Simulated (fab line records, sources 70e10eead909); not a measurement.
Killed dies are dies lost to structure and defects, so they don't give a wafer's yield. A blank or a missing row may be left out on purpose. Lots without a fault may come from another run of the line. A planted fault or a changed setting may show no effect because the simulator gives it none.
Chamber matching | flow nand_harc | NHARC_P_BONDPAD_ACTIVATE_29 on rie_diel-08: 4 sister chambers
The step chemistry N2, time 60 s. 36 wafers are shown with their chamber, then 12 later ones without.

WAFERS WITH THEIR CHAMBER
wafer  | chamber | showerhead_plenum_p_Torr (Torr) | drypump_motor_current_A (A) | oes_product_au (a.u.)
L074.1 | 1       | 1.88                            | 5.5                         | 1.003
L074.3 | 3       | 1.67                            | 5.6                         | 0.996
L074.6 | 2       | 1.64                            | 5.4                         | 0.990
L075.3 | 3       | 1.67                            | 5.6                         | 0.990
L075.5 | 3       | 1.66                            | 5.6                         | 0.997
L075.6 | 0       | 1.85                            | 6.4                         | 0.990
L076.2 | 1       | 1.88                            | 5.5                         | 1.020
L076.4 | 0       | 1.85                            | 6.5                         | 0.992
L076.5 | 1       | 1.88                            | 5.4                         | 1.009
L077.2 | 2       | 1.64                            | 5.4                         | 1.004
L077.4 | 3       | 1.67                            | 5.6                         | 0.987
L077.6 | 1       | 1.88                            | 5.3                         | 0.999
L080.1 | 0       | 1.85                            | 6.4                         | 1.001
L080.2 | 2       | 1.64                            | 5.4                         | 1.004
L080.6 | 2       | 1.64                            | 5.4                         | 1.019
L084.1 | 1       | 1.88                            | 5.4                         | 1.005
L084.5 | 2       | 1.64                            | 5.4                         | 1.018
L084.6 | 1       | 1.88                            | 5.3                         | 1.006
L086.1 | 2       | 1.64                            | 5.4                         | 1.010
L086.2 | 3       | 1.66                            | 5.6                         | 1.007
L086.3 | 0       | 1.84                            | 6.4                         | 0.991
L088.1 | 3       | 1.66                            | 5.5                         | 1.003
L088.4 | 1       | 1.88                            | 5.4                         | 1.007
L088.6 | 1       | 1.88                            | 5.5                         | 1.005
L089.3 | 3       | 1.66                            | 5.6                         | 0.986
L089.4 | 3       | 1.66                            | 5.5                         | 0.991
L089.6 | 0       | 1.84                            | 6.4                         | 0.993
L090.2 | 2       | 1.64                            | 5.4                         | 0.997
L090.4 | 3       | 1.66                            | 5.6                         | 0.984
L090.5 | 2       | 1.64                            | 5.4                         | 1.005
L092.1 | 0       | 1.84                            | 6.4                         | 0.995
L092.4 | 2       | 1.64                            | 5.4                         | 0.992
L092.5 | 1       | 1.88                            | 5.4                         | 1.009
L091.3 | 0       | 1.84                            | 6.5                         | 0.994
L091.4 | 1       | 1.88                            | 5.4                         | 1.003
L091.5 | 1       | 1.88                            | 5.4                         | 1.000

SIGNATURES (means of the wafers above)
reading                  | chamber 0 | chamber 1 | chamber 2 | chamber 3 | scatter within a chamber
showerhead_plenum_p_Torr | 1.8443    | 1.8800    | 1.6400    | 1.6633    | 0.00341
drypump_motor_current_A  | 6.429     | 5.409     | 5.400     | 5.578     | 0.0497
oes_product_au           | 0.99371   | 1.00600   | 1.00433   | 0.99344   | 0.00738
Rule: a wafer's distance from a chamber is the root of the sum, over the readings, of the square of ((its reading less the chamber's mean) divided by the reading's scatter). The wafer belongs to the nearest chamber; if the next one is less than 2 further off, it can't be placed. The scatter: the root of (the sum of the squares of (reading less its chamber's mean) over the shown wafers, divided by (wafers less chambers)).

WAFERS WITHOUT THEIR CHAMBER
wafer  | showerhead_plenum_p_Torr (Torr) | drypump_motor_current_A (A) | oes_product_au (a.u.)
L093.1 | 1.64                            | 5.4                         | 0.994
L093.2 | 1.84                            | 6.4                         | 0.990
L093.5 | 1.84                            | 6.4                         | 0.996
L095.2 | 1.84                            | 6.4                         | 0.999
L095.5 | 1.66                            | 5.6                         | 0.993
L095.6 | 1.84                            | 6.5                         | 0.998
L096.1 | 1.84                            | 6.4                         | 0.997
L096.3 | 1.66                            | 5.6                         | 1.000
L096.5 | 1.64                            | 5.4                         | 1.001
L097.1 | 1.64                            | 5.4                         | 1.003
L097.5 | 1.66                            | 5.6                         | 1.000
L097.6 | 1.64                            | 5.4                         | 0.998

WHICH CHAMBER EACH WENT THROUGH
wafer  | from the rows above | in truth
L093.1 | 2                   | 2
L093.2 | 0                   | 0
L093.5 | 0                   | 0
L095.2 | 0                   | 0
L095.5 | 3                   | 3
L095.6 | 0                   | 0
L096.1 | 0                   | 0
L096.3 | 3                   | 3
L096.5 | 2                   | 2
L097.1 | 2                   | 2
L097.5 | 3                   | 3
L097.6 | 2                   | 2
Placed correctly: 12 of 12. Can't be placed from these rows: 0. Placed wrongly: 0.
